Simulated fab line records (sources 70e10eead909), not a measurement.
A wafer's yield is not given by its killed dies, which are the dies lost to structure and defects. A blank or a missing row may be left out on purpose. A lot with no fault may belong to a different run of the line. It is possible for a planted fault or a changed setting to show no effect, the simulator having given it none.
Matching of chambers	flow nand_harc	NHARC_A_CHANNEL_FILL_D1_ALD_25 on ald_hk-02: 4 sister chambers
The step deposits SiOx, target thk 60 nm, pulse time 10 s, ald cycles 600. 18 wafers are shown with their chamber, then 9 later ones without.

== WAFERS, EACH WITH ITS CHAMBER ==
wafer	chamber	heater_power_w (W)	precursor_pulse_height_rel
L074.3	1	531	0.966
L074.4	0	468	1.022
L074.6	1	537	1.027
L076.1	3	495	1.004
L076.4	0	465	0.981
L076.6	2	397	1.031
L077.3	2	406	0.967
L077.1	1	520	1.031
L077.5	3	489	1.000
L078.3	0	466	0.989
L078.4	3	506	1.010
L078.2	2	401	1.023
L081.2	0	475	1.024
L081.5	2	393	0.978
L081.6	1	535	1.014
L083.1	1	523	0.999
L083.2	3	505	0.977
L083.6	2	407	0.996

SIGNATURES, as means of the wafers listed above
reading	chamber 0	chamber 1	chamber 2	chamber 3	scatter within a chamber
heater_power_w	468.50	529.20	400.80	498.75	6.67
precursor_pulse_height_rel	1.00400	1.00740	0.99900	0.99775	0.0238
Rule: distance of a wafer from a chamber = root of the sum over the readings of ((wafer's reading minus chamber's mean) / reading's scatter) squared. The wafer belongs to the nearest chamber; if the next one is less than 2 further off, it can't be placed. The scatter: take each reading less its chamber's mean, square it, sum over the shown wafers, divide by the number of wafers less the number of chambers, and take the root.

== WAFERS MISSING THEIR CHAMBER ==
wafer	heater_power_w (W)	precursor_pulse_height_rel
L089.2	474	0.994
L089.3	525	0.991
L089.4	406	0.970
L094.4	545	0.998
L094.1	536	1.014
L094.2	468	1.000
L096.2	540	0.998
L096.5	404	0.984
L096.6	531	1.007

== CHAMBER TAKEN BY EACH ==
wafer	from the rows above	in truth
L089.2	0	0
L089.3	1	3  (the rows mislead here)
L089.4	2	2
L094.4	1	1
L094.1	1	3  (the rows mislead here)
L094.2	0	0
L096.2	1	1
L096.5	2	2
L096.6	1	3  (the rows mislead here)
6 of 9 placed correctly. Left unplaced by these rows: 0. Wrongly placed: 3.
